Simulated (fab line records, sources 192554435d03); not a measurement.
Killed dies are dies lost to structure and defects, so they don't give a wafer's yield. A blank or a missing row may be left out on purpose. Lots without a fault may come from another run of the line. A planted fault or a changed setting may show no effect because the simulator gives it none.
Which tool did it? | flow n5_finfet | 12 lots, 36 wafers sampled, at 1 step of a route of 1938

WHAT THE GAUGES READ, wafer by wafer
N5_BEOL_M8_CD_MEAS_11: target cd 38.5 nm.
lot  | measured     | on        | cd_nm (nm)
L075 | day 9 09:21  | cd_sem-01 | 38.2 37.8 37.6
L077 | day 9 18:57  | cd_sem-01 | 38.1 38.0 38.1
L079 | day 10 02:37 | cd_sem-02 | 38.0 38.9 38.3
L081 | day 11 05:36 | cd_sem-01 | 39.3 39.0 37.9
L084 | day 11 17:55 | cd_sem-02 | 39.0 37.8 38.7
L083 | day 11 22:38 | cd_sem-03 | 38.7 39.0 39.0
L086 | day 12 12:08 | cd_sem-02 | 39.5 38.9 38.9
L089 | day 12 23:34 | cd_sem-03 | 38.7 38.6 38.7
L091 | day 13 15:34 | cd_sem-01 | 38.6 38.8 37.9
L094 | day 14 04:53 | cd_sem-02 | 38.3 38.8 38.1
L095 | day 14 11:13 | cd_sem-03 | 38.4 39.5 38.8
L096 | day 14 18:35 | cd_sem-03 | 38.6 39.3 39.1

WHICH TOOL RAN EACH LOT (tool, then ch and the chambers of the sampled wafers, then the start)
The record holds no process step before these readings.

THE ANSWER, worked out from the rows above alone
Rule: what is usual is taken from the lots themselves. Put in order of their means at a reading, lots are off if they are a third of the lots or fewer, leave a main group of 4 or more, and stand apart from it by a gap of 3 or more times the standard deviation of the main group's means; of several such gaps the widest counts. A main group whose means are all the same, to the digits that the tables above print for the reading, isn't used. A lot without any number at a reading at which 4 lots or more have one is off too. The other lots that the step has rows for count as sound.
No lot is off at any reading shown: from this, nothing can be told.

WHAT THE SIMULATOR HAD PUT IN
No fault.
